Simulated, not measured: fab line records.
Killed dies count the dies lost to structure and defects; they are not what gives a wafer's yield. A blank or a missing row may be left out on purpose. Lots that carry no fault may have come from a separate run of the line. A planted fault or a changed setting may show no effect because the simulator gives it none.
Chamber matching | flow nand harc | NHARC_A_CONTACT_ETCH_106 on rie diel-03: 4 sister chambers
The step etches the open film in CF4/O2, target depth 60 nm, overetch 6 nm, time 33 s. 14 wafers are shown with their chamber, then 6 later ones without.

## WAFERS, EACH WITH ITS CHAMBER
wafer  | chamber | showerhead plenum p Torr (Torr) | drypump motor current A (A) | run length s (s)
L463.1 | 1       | 1.36                            | 5.7                         | 53.7
L463.2 | 0       | 1.29                            | 6.2                         | 55.0
L463.6 | 0       | 1.29                            | 6.3                         | 55.0
L471.1 | 3       | 1.24                            | 5.5                         | 54.8
L471.3 | 0       | 1.29                            | 6.3                         | 54.8
L471.5 | 3       | 1.24                            | 5.6                         | 54.4
L474.1 | 0       | 1.28                            | 6.3                         | 55.7
L474.3 | 3       | 1.24                            | 5.6                         | 54.3
L484.3 | 0       | 1.28                            | 6.3                         | 55.1
L484.5 | 2       | 1.26                            | 5.3                         | 54.7
L484.6 | 3       | 1.24                            | 5.6                         | 54.2
L483.3 | 3       | 1.24                            | 5.6                         | 54.9
L483.4 | 2       | 1.26                            | 5.3                         | 54.2
L483.6 | 3       | 1.24                            | 5.6                         | 54.8

SIGNATURES (averages over the wafers above)
reading                  | chamber 0 | chamber 1 | chamber 2 | chamber 3 | scatter within a chamber
showerhead plenum p Torr | 1.2860    | 1.3600    | 1.2600    | 1.2400    | 0.00346
drypump motor current A  | 6.280     | 5.700     | 5.300     | 5.583     | 0.0404
run length s             | 55.120    | 53.700    | 54.450    | 54.567    | 0.323
Rule: a wafer lies at a distance from a chamber equal to the root of the sum of squares, over the readings, of (its reading less the chamber's mean, divided by the reading's scatter). The wafer belongs to the nearest chamber; if the next one is less than 2 further off, it can't be placed. The scatter is the square root of a quotient: the sum, over the shown wafers, of each reading's squared deviation from its chamber's mean, divided by wafers minus chambers.

## WAFERS WITH NO CHAMBER GIVEN
wafer  | showerhead plenum p Torr (Torr) | drypump motor current A (A) | run length s (s)
L486.1 | 1.24                            | 5.6                         | 54.5
L486.2 | 1.28                            | 6.3                         | 55.0
L486.6 | 1.35                            | 5.7                         | 53.8
L485.1 | 1.25                            | 5.3                         | 54.5
L485.4 | 1.24                            | 5.6                         | 54.4
L485.6 | 1.25                            | 5.3                         | 54.6

## EACH ONE'S CHAMBER
wafer  | from the rows above | in truth
L486.1 | 3                   | 3
L486.2 | 0                   | 0
L486.6 | 1                   | 1
L485.1 | 2                   | 2
L485.4 | 3                   | 3
L485.6 | 2                   | 2
Correctly placed: 6 of 6. Not placeable from these rows: 0. Number placed wrongly: 0.
